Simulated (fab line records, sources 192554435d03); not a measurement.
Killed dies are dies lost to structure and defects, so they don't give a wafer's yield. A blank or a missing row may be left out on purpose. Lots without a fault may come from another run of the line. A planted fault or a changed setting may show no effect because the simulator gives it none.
Chamber matching | flow n5_finfet | N5_BEOL_M1_ETCH_70 on rie_diel-04: 4 sister chambers
The step etches SOC in N2/H2, target depth 80 nm, overetch 16 nm, time 120 s. 18 wafers are shown with their chamber, then 9 later ones without.

WAFERS WITH THEIR CHAMBER
wafer  | chamber | throttle_valve_pct (%) | showerhead_plenum_p_Torr (Torr) | oes_product_au (a.u.)
L076.1 | 0       | 18.19                  | 2.55                            | 0.56
L076.4 | 3       | 17.77                  | 2.49                            | 0.68
L076.6 | 3       | 17.77                  | 2.49                            | 0.69
L080.4 | 0       | 18.21                  | 2.55                            | 0.56
L080.5 | 1       | 17.76                  | 2.51                            | 0.55
L080.6 | 2       | 18.44                  | 2.42                            | 0.53
L079.1 | 3       | 17.77                  | 2.49                            | 0.68
L079.4 | 2       | 18.47                  | 2.42                            | 0.53
L079.6 | 3       | 17.79                  | 2.49                            | 0.68
L081.3 | 3       | 17.78                  | 2.49                            | 0.67
L081.5 | 0       | 18.23                  | 2.55                            | 0.56
L081.6 | 3       | 17.80                  | 2.48                            | 0.68
L087.1 | 0       | 18.23                  | 2.54                            | 0.55
L087.3 | 1       | 17.76                  | 2.51                            | 0.54
L087.5 | 3       | 17.79                  | 2.48                            | 0.67
L089.1 | 1       | 17.78                  | 2.51                            | 0.54
L089.5 | 2       | 18.47                  | 2.42                            | 0.52
L089.6 | 3       | 17.80                  | 2.48                            | 0.67

SIGNATURES (means of the wafers above)
reading                  | chamber 0 | chamber 1 | chamber 2 | chamber 3 | scatter within a chamber
throttle_valve_pct       | 18.2150   | 17.7667   | 18.4600   | 17.7838   | 0.015
showerhead_plenum_p_Torr | 2.5475    | 2.5100    | 2.4200    | 2.4863    | 0.00433
oes_product_au           | 0.5575    | 0.5433    | 0.5267    | 0.6775    | 0.00632
Rule: a wafer's distance from a chamber is the root of the sum, over the readings, of the square of ((its reading less the chamber's mean) divided by the reading's scatter). The wafer belongs to the nearest chamber; if the next one is less than 2 further off, it can't be placed. The scatter: the root of (the sum of the squares of (reading less its chamber's mean) over the shown wafers, divided by (wafers less chambers)).

WAFERS WITHOUT THEIR CHAMBER
wafer  | throttle_valve_pct (%) | showerhead_plenum_p_Torr (Torr) | oes_product_au (a.u.)
L090.1 | 17.81                  | 2.48                            | 0.66
L090.3 | 18.46                  | 2.42                            | 0.52
L090.6 | 17.76                  | 2.51                            | 0.54
L095.2 | 18.26                  | 2.54                            | 0.54
L095.5 | 18.26                  | 2.54                            | 0.54
L095.6 | 17.83                  | 2.47                            | 0.65
L097.2 | 18.27                  | 2.53                            | 0.54
L097.3 | 18.11                  | 2.73                            | 0.76
L097.5 | 18.12                  | 2.74                            | 0.75

WHICH CHAMBER EACH WENT THROUGH
wafer  | from the rows above | in truth
L090.1 | 3                   | 3
L090.3 | 2                   | 2
L090.6 | 1                   | 1
L095.2 | 0                   | 0
L095.5 | 0                   | 0
L095.6 | 3                   | 3
L097.2 | 0                   | 0
L097.3 | 0                   | 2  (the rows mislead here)
L097.5 | 0                   | 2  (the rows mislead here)
Placed correctly: 7 of 9. Can't be placed from these rows: 0. Placed wrongly: 2.
